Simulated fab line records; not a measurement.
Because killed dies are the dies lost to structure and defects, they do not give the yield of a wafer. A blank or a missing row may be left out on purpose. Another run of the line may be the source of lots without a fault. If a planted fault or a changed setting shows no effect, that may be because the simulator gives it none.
Struck lot and sound lot, side by side | flow nandHarc | 44 out of 1302 route steps
Sound: wafers L550.2, L550.3, L550.5. Struck: wafers L560.2, L560.4, L560.5. The cause is named last.
Per side, at each step with rows, come the tool, then ch with its chambers, and then its first start. Under that, the readings that differ: sound wafers | struck wafers | difference of the means | sigmas: that difference in standard deviations of wafers without a fault.
alike: same words and numbers on both sides, and readings whose means sit less than 2 such deviations apart. not compared: any withheld reading, any reading some wafer has no value for, any bound like >300 that may hide the same value, and any number with overlapping values for which the record gives no deviation.
A row with sigmas, a row that says differs or no value, or rows on one side alone: a step with any of these is where the two part. Numbers that have no deviation but don't overlap get no sigmas and don't part them. Lack of a reading on every wafer of one side parts them only where that side has two or more wafers.

first, 7 steps without rows for these wafers: NHARC_P_GATE_HMDS_19 (time 30 s); NHARC_P_GATE_COAT_20 (resist thk 90 nm); NHARC_P_GATE_SOFTBAKE_21 (time 55 s); NHARC_P_GATE_EBR_22; NHARC_P_GATE_EXPOSE_23 (exposes mask P GATE, target cd 120 nm); NHARC_P_GATE_PEB_24 (peb time 65 s); NHARC_P_GATE_DEVELOP_25 (develop time 35 s).
NHARC_P_GATE_CD_MEAS_26: target cd 120 nm.
  sound on cdSem-01 ch 0, day 5 09:54; struck on cdSem-01 ch 0, day 9 06:17
  alike: cdNm
NHARC_P_GATE_OVL_MEAS_27:
  struck on overlay-01, day 9 06:22; sound on overlay-02, day 5 09:59
reading         | sound       | struck         | difference | sigmas
overlayYNm (nm) | 2.4 2.0 2.1 | -0.1 -0.5 -0.3 | -2.5       | -3
  alike: overlayXNm
NHARC_P_GATE_INSPECT_28:
  struck on defectInspect-02, day 9 06:24; sound on defectInspect-02, day 5 10:01
reading        | sound | struck | difference | sigmas
rawDefectCount | 4 4 2 | 7 6 14 | +6         | +2
then, 2 steps without rows for these wafers: NHARC_P_GATE_DESCUM_31 (chemistry O2, time 3 s); NHARC_P_GATE_ETCH_104 (etches the open film in CF4/CHF3, target depth 60 nm).
NHARC_P_GATE_HM_OPEN_105: chemistry O2/COS, target depth 360 nm.
  sound on rieDiel-07 ch 0,1,2, day 5 10:00; struck on rieDiel-01 ch 1,2,3, day 9 06:00
  alike: drypumpMotorCurrentA, oesProductAu, rfVppV, showerheadPlenumPTorr, throttleValvePct
  not compared: rfHoursCounterH
then, 1 step without rows for these wafers: NHARC_P_GATE_STRIP_106 (strips in O2/COS).
NHARC_P_GATE_ETCH_114: etches the open film in CF4/O2, target depth 30 nm, overetch 3 nm, time 16.5 s.
  sound: rieDiel-07 ch 2,3; struck: rieDiel-01 ch 1,3
  alike: drypumpMotorCurrentA, oesProductAu, rfVppV, showerheadPlenumPTorr, throttleValvePct
  not compared: rfHoursCounterH
then, 2 steps without rows for these wafers: NHARC_P_GATE_ETCH_32 (etches the open film in HBr/Cl2, target depth 150 nm, time 100.1 s); NHARC_P_GATE_STRIP_108 (strips in O2).
NHARC_P_GATE_CD_MEAS_33:
  struck on cdSem-01, day 9 07:17; sound on cdSem-01, day 5 10:54
  alike: cdNm
then, 4 steps without rows for these wafers: NHARC_P_GATE_STRIP_35 (strips in SPM, time 600 s); NHARC_P_GATE_PRECLEAN_73 (cleans in SC1); NHARC_P_GATE_SRD_74; NHARC_P_GATE_ALD_36 (deposits SiNx, target thk 20 nm, pulse time 60 s, ald cycles 223).
NHARC_P_GATE_ETCHBACK_37: etches the open film in CHF3/O2, target depth 34.5 nm, time 17.2 s.
  sound: rieDiel-01 ch 0,1,3; struck: rieDiel-07 ch 2,3
reading             | sound          | struck         | difference | sigmas
oesProductAu (a.u.) | 1.00 1.00 1.00 | 0.90 0.98 0.90 | -0.07      | -2
  alike: drypumpMotorCurrentA, rfVppV, showerheadPlenumPTorr, throttleValvePct
  not compared: rfHoursCounterH
NHARC_P_GATE_STRIP_101: strips in O2, time 20 s.
  sound on rieDiel-01 ch 1,3, day 5 23:08; struck on rieDiel-07 ch 0,2,3, day 9 17:22
reading             | sound             | struck            | difference | sigmas
oesProductAu (a.u.) | 1.009 1.015 1.014 | 1.006 0.989 0.980 | -0.021     | -2
  alike: drypumpMotorCurrentA, rfVppV, showerheadPlenumPTorr, throttleValvePct
  not compared: rfHoursCounterH
then, 12 steps without rows for these wafers: NHARC_P_GATE_PRECLEAN_97 (cleans in SPM, time 600 s); NHARC_P_GATE_SRD_98; NHARC_P_GATE_PRECLEAN_99 (cleans in SC1); NHARC_P_GATE_SRD_100; NHARC_P_GATE_DEHYDRATE_38 (time 120 s); NHARC_P_GATE_HMDS_39 (time 30 s); NHARC_P_GATE_COAT_40; NHARC_P_GATE_SOFTBAKE_41 (time 95 s); NHARC_P_GATE_EBR_42; NHARC_P_GATE_EXPOSE_43 (exposes mask P NSD, target cd 720 nm); NHARC_P_GATE_PEB_44 (peb time 85 s); NHARC_P_GATE_DEVELOP_45 (time 70 s).
NHARC_P_GATE_CD_MEAS_46: target cd 720 nm.
  sound on cdSem-01 ch 0, day 5 23:56; struck on cdSem-02 ch 0, day 9 18:10
  alike: cdNm
then, 1 step without rows for these wafers: NHARC_P_GATE_HARDBAKE_47 (time 80 s).
NHARC_P_GATE_DESCUM_48: chemistry O2, time 3 s.
  sound on rieDiel-01 ch 1,2,3, day 6 00:05; struck on rieDiel-11 ch 1,2,3, day 9 18:20
  alike: drypumpMotorCurrentA, oesProductAu, rfVppV, showerheadPlenumPTorr, throttleValvePct
  not compared: rfHoursCounterH
then, 2 steps without rows for these wafers: NHARC_P_GATE_IMPLANT_49; NHARC_P_GATE_STRIP_111 (strips in N2/H2, time 250 s).
NHARC_P_GATE_STRIP_75: strips in O2.
  sound on plasmaAsher-02 ch 0,1, day 6 00:57; struck on plasmaAsher-01 ch 0, day 9 19:04
  alike: drypumpMotorCurrentA, heaterPowerW, tempC
  not compared: rfHoursCounterH
NHARC_P_GATE_INSPECT_68:
  struck on defectInspect-01, day 10 00:38; sound on defectInspect-01, day 6 06:40
reading        | sound       | struck      | difference | sigmas
rawDefectCount | 116 136 152 | 922 896 898 | +771       | +12
-- record jumps: 19 days between struck wafers' starts before vs after; left off in module P_GATE, resumes in module END, first step shown is number 1302 of the route --
NHARC_END_SORT_01:
  only the struck wafers appear in the record here, on prober-02 ch 0 at day 28 22:22; the sound ones have no rows

== WHERE THEY PART ==
Earliest at NHARC_P_GATE_OVL_MEAS_27; latest, in this record, at NHARC_END_SORT_01.

WHY: what had been put in by the simulator
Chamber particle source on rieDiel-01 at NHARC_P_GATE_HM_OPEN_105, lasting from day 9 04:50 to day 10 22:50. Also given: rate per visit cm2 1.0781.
